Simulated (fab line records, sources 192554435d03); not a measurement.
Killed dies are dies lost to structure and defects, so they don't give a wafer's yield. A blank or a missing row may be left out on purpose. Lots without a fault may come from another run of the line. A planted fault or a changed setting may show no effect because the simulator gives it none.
Chamber matching | flow n5_finfet | N5_BEOL_M8_PECVD_70 on pecvd-04: 3 sister chambers
The step deposits SiO2 from TEOS/O2, target thk 20 nm, time 22.7 s. 18 wafers are shown with their chamber, then 9 later ones without.

WAFERS WITH THEIR CHAMBER
wafer  | chamber | throttle_valve_pct (%) | heater_power_w (W) | showerhead_plenum_p_Torr (Torr)
L076.3 | 1       | 22.7                   | 536                | 8.73
L076.4 | 0       | 23.3                   | 762                | 8.71
L076.5 | 1       | 23.2                   | 558                | 8.72
L077.1 | 1       | 23.0                   | 475                | 8.71
L077.2 | 0       | 23.5                   | 689                | 8.70
L077.5 | 0       | 23.4                   | 696                | 8.70
L079.2 | 0       | 23.4                   | 727                | 8.72
L079.4 | 1       | 22.6                   | 528                | 8.71
L079.6 | 0       | 23.5                   | 705                | 8.70
L081.4 | 2       | 20.7                   | 605                | 8.74
L081.5 | 0       | 23.4                   | 770                | 8.71
L081.6 | 1       | 22.9                   | 534                | 8.72
L083.3 | 1       | 22.8                   | 522                | 8.75
L083.4 | 2       | 20.6                   | 727                | 8.73
L083.6 | 1       | 22.7                   | 510                | 8.73
L082.3 | 0       | 23.5                   | 626                | 8.71
L082.5 | 1       | 22.7                   | 555                | 8.71
L082.6 | 2       | 20.6                   | 669                | 8.73

SIGNATURES (means of the wafers above)
reading                  | chamber 0 | chamber 1 | chamber 2 | scatter within a chamber
throttle_valve_pct       | 23.429    | 22.825    | 20.633    | 0.145
heater_power_w           | 710.71    | 527.25    | 667.00    | 42.1
showerhead_plenum_p_Torr | 8.7071    | 8.7225    | 8.7333    | 0.0108
Rule: a wafer's distance from a chamber is the root of the sum, over the readings, of the square of ((its reading less the chamber's mean) divided by the reading's scatter). The wafer belongs to the nearest chamber; if the next one is less than 2 further off, it can't be placed. The scatter: the root of (the sum of the squares of (reading less its chamber's mean) over the shown wafers, divided by (wafers less chambers)).

WAFERS WITHOUT THEIR CHAMBER
wafer  | throttle_valve_pct (%) | heater_power_w (W) | showerhead_plenum_p_Torr (Torr)
L085.2 | 22.9                   | 493                | 8.74
L085.3 | 20.6                   | 702                | 8.73
L085.6 | 20.5                   | 708                | 8.74
L088.2 | 23.6                   | 652                | 8.70
L088.4 | 22.8                   | 463                | 8.71
L088.6 | 23.6                   | 667                | 8.71
L092.1 | 22.6                   | 506                | 8.71
L092.3 | 20.7                   | 639                | 8.75
L092.4 | 22.5                   | 502                | 8.72

WHICH CHAMBER EACH WENT THROUGH
wafer  | from the rows above | in truth
L085.2 | 1                   | 1
L085.3 | 2                   | 2
L085.6 | 2                   | 2
L088.2 | 0                   | 0
L088.4 | 1                   | 1
L088.6 | 0                   | 0
L092.1 | 1                   | 1
L092.3 | 2                   | 2
L092.4 | 1                   | 1
Placed correctly: 9 of 9. Can't be placed from these rows: 0. Placed wrongly: 0.
